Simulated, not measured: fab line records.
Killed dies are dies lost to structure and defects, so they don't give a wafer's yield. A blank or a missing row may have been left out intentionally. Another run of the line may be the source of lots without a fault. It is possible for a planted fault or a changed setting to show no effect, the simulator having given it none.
Lot-split experiment / flow n5_finfet / 21 wafers read from 7 lots, route of 1938 steps

== ON THE SPLIT ==
At N5_BEOL_M5_EXPOSE_25 (exposes mask V4, defocus 10 nm), the setting dose_mj was moved away from the recipe's 52.75 on 8 of the 21 wafers read, by -7.3% to +6.2%. The other wafers ran this setting at the recipe's value.

== FROM THE SPLIT TO THE READING: what the file shows between them, 2 steps ==
- N5_BEOL_M5_PEB_26: peb time 60 s
- N5_BEOL_M5_DEVELOP_27: develop time 30 s

== THE READING ==
cd_nm, in nm, at N5_BEOL_M5_CD_MEAS_28 (target cd 30.6 nm, target cd y 20 nm). Fault-free wafers of this fab line usually give 30.61 nm, standard deviation 0.25 nm.

wafer=L079.3; tool, chamber at the split=euv_scanner-01, 0; dose_mj as run=52.75; against the recipe=recipe; cd_nm, nm=30.90; against lot-mates on the recipe=-
wafer=L079.4; tool, chamber at the split=euv_scanner-01, 0; dose_mj as run=52.75; against the recipe=recipe; cd_nm, nm=30.57; against lot-mates on the recipe=-
wafer=L079.5; tool, chamber at the split=euv_scanner-01, 0; dose_mj as run=52.75; against the recipe=recipe; cd_nm, nm=30.90; against lot-mates on the recipe=-
wafer=L087.2; tool, chamber at the split=euv_scanner-02, 0; dose_mj as run=55.93; against the recipe=+6.0%; cd_nm, nm=31.57; against lot-mates on the recipe=+1.00
wafer=L087.4; tool, chamber at the split=euv_scanner-02, 0; dose_mj as run=55.93; against the recipe=+6.0%; cd_nm, nm=32.09; against lot-mates on the recipe=+1.52
wafer=L087.5; tool, chamber at the split=euv_scanner-02, 0; dose_mj as run=52.75; against the recipe=recipe; cd_nm, nm=30.57; against lot-mates on the recipe=-
wafer=L089.2; tool, chamber at the split=euv_scanner-02, 0; dose_mj as run=52.75; against the recipe=recipe; cd_nm, nm=30.70; against lot-mates on the recipe=-
wafer=L089.5; tool, chamber at the split=euv_scanner-02, 0; dose_mj as run=48.9; against the recipe=-7.3%; cd_nm, nm=28.80; against lot-mates on the recipe=-1.90
wafer=L089.6; tool, chamber at the split=euv_scanner-02, 0; dose_mj as run=48.9; against the recipe=-7.3%; cd_nm, nm=28.35; against lot-mates on the recipe=-2.35
wafer=L091.1; tool, chamber at the split=euv_scanner-02, 0; dose_mj as run=54.33; against the recipe=+3.0%; cd_nm, nm=31.49; against lot-mates on the recipe=+0.97
wafer=L091.4; tool, chamber at the split=euv_scanner-02, 0; dose_mj as run=54.33; against the recipe=+3.0%; cd_nm, nm=31.07; against lot-mates on the recipe=+0.55
wafer=L091.6; tool, chamber at the split=euv_scanner-02, 0; dose_mj as run=52.75; against the recipe=recipe; cd_nm, nm=30.52; against lot-mates on the recipe=-
wafer=L093.2; tool, chamber at the split=euv_scanner-01, 0; dose_mj as run=52.75; against the recipe=recipe; cd_nm, nm=30.96; against lot-mates on the recipe=-
wafer=L093.5; tool, chamber at the split=euv_scanner-01, 0; dose_mj as run=52.75; against the recipe=recipe; cd_nm, nm=30.67; against lot-mates on the recipe=-
wafer=L093.6; tool, chamber at the split=euv_scanner-01, 0; dose_mj as run=56.01; against the recipe=+6.2%; cd_nm, nm=31.81; against lot-mates on the recipe=+0.99
wafer=L094.3; tool, chamber at the split=euv_scanner-01, 0; dose_mj as run=52.75; against the recipe=recipe; cd_nm, nm=30.66; against lot-mates on the recipe=-
wafer=L094.4; tool, chamber at the split=euv_scanner-01, 0; dose_mj as run=52.75; against the recipe=recipe; cd_nm, nm=30.84; against lot-mates on the recipe=-
wafer=L094.5; tool, chamber at the split=euv_scanner-01, 0; dose_mj as run=52.75; against the recipe=recipe; cd_nm, nm=30.43; against lot-mates on the recipe=-
wafer=L097.1; tool, chamber at the split=euv_scanner-02, 0; dose_mj as run=55.45; against the recipe=+5.1%; cd_nm, nm=31.71; against lot-mates on the recipe=+0.82
wafer=L097.3; tool, chamber at the split=euv_scanner-02, 0; dose_mj as run=52.75; against the recipe=recipe; cd_nm, nm=30.89; against lot-mates on the recipe=-
wafer=L097.5; tool, chamber at the split=euv_scanner-02, 0; dose_mj as run=52.75; against the recipe=recipe; cd_nm, nm=30.89; against lot-mates on the recipe=-

FIT RESULTS
A straight line over all 21 wafers: cd_nm changes by +0.235 nm for each +1% of dose_mj; r = +0.96; the points scatter about the line by 0.26 nm.
The same after taking each lot's own level away (the mean of its wafers on the recipe; 21 wafers): +0.239 nm for each +1%; r = +0.96; scatter 0.24 nm.
According to that fit, moving dose_mj by its largest amount changes the reading by 1.7 nm.
Measured against the standard deviation above, the lots' own levels, which go from 30.520 to 30.890 nm, span 1.5 times it.
The two slopes are in agreement: the lot-to-lot level therefore moves the slope only a little.
Check: with one of the wafers moved furthest among these (-7.3%) left out of the fit, the line predicts -1.81 nm for it against its lot-mates. It came out at -1.9 nm against them.

== THE WHOLE CHAIN: every reading that the file lists as answering this split, in the file's order ==
step=N5_BEOL_M5_CD_MEAS_28; what it does=target cd 30.6 nm, target cd y 20 nm; reading=cd_nm; change (the file's fit)=+0.219 nm for each +1% of the setting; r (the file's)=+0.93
step=N5_BEOL_M5_ETCH_75; what it does=etches underlayer in N2/H2, target depth 6.5 nm, time 5.2 s; reading=BEOL_M5.cd_nm (the simulator's own value, which no gauge read); change (the file's fit)=+0.243 nm for each +1% of the setting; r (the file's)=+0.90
step=N5_BEOL_M5_ETCH_67; what it does=etches SiARC in CF4, target depth 15.6 nm, time 26 s; reading=BEOL_M5.cd_nm (the simulator's own value, which no gauge read); change (the file's fit)=+0.252 nm for each +1% of the setting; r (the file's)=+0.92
step=N5_BEOL_M5_VIA_ETCH_34; what it does=etches SiCOH lowk in C4F6/O2, target depth 88.3 nm, time 39.2 s; reading=BEOL_M5.cd_nm (the simulator's own value, which no gauge read); change (the file's fit)=+0.257 nm for each +1% of the setting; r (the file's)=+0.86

== FILE'S OWN FIT ==
cd_nm changes by +0.219 nm for each +1% of dose_mj, r = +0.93.
